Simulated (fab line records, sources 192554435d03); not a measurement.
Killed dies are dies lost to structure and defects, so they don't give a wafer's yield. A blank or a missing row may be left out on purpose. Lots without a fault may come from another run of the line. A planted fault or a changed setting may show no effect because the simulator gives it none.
Problem report in the 8D (eight disciplines) form, filled by code | flow n5_finfet | the parts of the form that need people (team, actions taken, sign-off) are left out

1. THE PROBLEM
strip_time_to_endpoint_s at N5_BEOL_M12_STRIP_63 reads a mean of 30.9 s on 2 wafers of 1 lot; wafers without a fault read 42.9 s with a standard deviation of 0.87. That is -14 standard deviations from the usual mean.
The step: strips in N2/H2.
First seen on wafer L335.5, day 16 12:52, on plasma_asher-01. The record holds 27 wafers of 9 lots with a number at this step. Rule for "out", or "out of limits": more than 4 standard deviations from the usual mean. The other wafers with a number count as sound.

2. WHAT IT IS AND WHAT IT IS NOT
question                    | is                                       | is not
which readings at this step | strip_time_to_endpoint_s, oes_product_au | drypump_motor_current_A, h2_flow_sccm, heater_power_w, temp_c
which lots                  | L335                                     | L315, L318, L321, L325, L327, L328, L337, L338
which wafers of those lots  | L335.5, L335.6                           | L335.1
read on which tools         | plasma_asher-01                          | plasma_asher-02
when                        | from day 16 12:52                        | up to then (19 sound wafers); but 6 sound wafers of L337, L338 came after

3. SUSPECTS, AND WHAT RULES EACH OUT
Counting: a tool at a process step up to the reading stays a suspect if it ran every lot that is out. Sound lots after the first of them don't rule it out here, since some wafers of a struck lot are sound.
- rie_diel-04 at N5_BEOL_M11_ETCH_41 (etches SiCN in CH3F/O2, target depth 42.6 nm, time 86 s): kept. It ran the lot that is out, L335 (day 16 08:20); its last sound lot up to then is L327 (day 13 23:06). N5_BEOL_M11_ETCH_41 gives no start for some lots, so the hours and the order of its lots are those of N5_BEOL_M11_OCD_MEAS_38.
- cmp-03 at N5_BEOL_M11_CMP_52 (polishes, stops on SiCOH lowk, t overpolish 7 s, target thk 140 nm): kept. It ran the lot that is out, L335 (day 16 11:37); its last sound lot up to then is L325 (day 14 03:44).
- rie_diel-03 at N5_BEOL_M12_ETCH_59 (etches BARC in N2/H2, target depth 89 nm, overetch 26.7 nm, time 67.9 s): kept. It ran the lot that is out, L335 (day 16 12:37); its last sound lot up to then is L327 (day 14 03:34).
- plasma_asher-01 at N5_BEOL_M12_STRIP_63 (strips in N2/H2): kept. It ran the lot that is out, L335 (day 16 12:52); its last sound lot up to then is L325 (day 14 04:59). Its own readings are out on those wafers: oes_product_au, strip_time_to_endpoint_s.
- Within rie_diel-04 at N5_BEOL_M11_ETCH_41: the wafers that are out ran in chambers 2, 3; their sound lot-mates ran in chamber 0.
Left after counting: rie_diel-04 at N5_BEOL_M11_ETCH_41, cmp-03 at N5_BEOL_M11_CMP_52, rie_diel-03 at N5_BEOL_M12_ETCH_59, plasma_asher-01 at N5_BEOL_M12_STRIP_63.

4. THE CAUSE (what the simulator had put in)
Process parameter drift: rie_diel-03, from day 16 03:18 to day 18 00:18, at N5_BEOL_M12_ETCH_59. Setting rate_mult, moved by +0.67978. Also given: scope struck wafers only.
Counting left 4 suspects, and this tool is among them.

5. THE CHAIN OF EFFECTS, in route order
Each row: a reading whose mean over the struck wafers that have a number lies more than 3 standard deviations from the usual. Only readings for which the record gives a usual standard deviation are gone through. hours: the time from each lot's start at the first step in this table that gives one to its start at this step, as a median over the lots. sigmas: the change in usual standard deviations.
hours | step                 | reading                  | usual      | on struck wafers | change | sigmas
0     | N5_BEOL_M12_STRIP_63 | oes_product_au           | 0.694 a.u. | 0.675            | -0.019 | -4.9
0     | N5_BEOL_M12_STRIP_63 | strip_time_to_endpoint_s | 42.9 s     | 30.9             | -12.0  | -14
The process steps in it:
- N5_BEOL_M12_STRIP_63: strips in N2/H2.
Later measuring or inspecting steps at which every struck wafer that the step has a row for has a number for every such reading, and none has moved that far: N5_BEOL_M12_CD_MEAS_17.

6. WHAT WOULD HAVE CAUGHT IT SOONER
In this record the first reading out of limits was taken at day 16 12:52, 10 hours after the fault began at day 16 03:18.
Of the tool readings at N5_BEOL_M12_ETCH_59 for which the record gives a usual standard deviation, none was out on any struck wafer, so an alarm limit of 4 standard deviations on them would not have fired.
All the lots that are out (1) had begun N5_BEOL_M12_ETCH_59 on rie_diel-03 by day 16 12:52. A hold on the tool at that time would have spared none of them.
